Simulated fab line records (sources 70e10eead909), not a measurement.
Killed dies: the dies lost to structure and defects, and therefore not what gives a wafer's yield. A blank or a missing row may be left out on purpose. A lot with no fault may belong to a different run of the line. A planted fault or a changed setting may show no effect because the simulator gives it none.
Chamber matching | flow nandHarc | rieDiel-13 running NHARC_A_SLIT_ETCH_29: 4 sister chambers
The step etches the open film in CF4/O2, target depth 100 nm, overetch 10 nm, time 55 s. 4 wafers are shown with their chamber, then 7 later ones without.

WAFERS, EACH WITH ITS CHAMBER
wafer  | chamber | drypumpMotorCurrentA (A)
L077.6 | 3       | 5.1
L082.4 | 1       | 5.4
L084.2 | 0       | 6.1
L084.3 | 2       | 5.5

WAFERS WHOSE CHAMBER IS MISSING
wafer  | drypumpMotorCurrentA (A)
L084.6 | 6.2
L089.3 | 5.1
L089.4 | 5.1
L089.5 | 6.1
L095.2 | 5.1
L095.5 | 5.5
L095.6 | 6.1

THE CHAMBER EACH PASSED THROUGH
wafer  | from the rows above | in truth
L084.6 | 0                   | 0
L089.3 | 3                   | 3
L089.4 | 3                   | 3
L089.5 | 0                   | 0
L095.2 | 3                   | 3
L095.5 | 2                   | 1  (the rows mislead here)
L095.6 | 0                   | 0
Correctly placed: 6 of 7. Number that these rows cannot place: 0. 1 placed wrongly.
How it was worked out, from the rows above alone: a wafer's distance from a chamber is the root of the sum, over the readings, of the square of ((its reading less the chamber's mean) divided by the reading's scatter). The wafer belongs to the nearest chamber; if the next one is less than 2 further off, it can't be placed. The mean given for a chamber averages the wafers shown for that chamber. The scatter (one wafer shown for each chamber): square how far every hidden wafer sits from the nearest shown wafer, average those squares and take the square root.
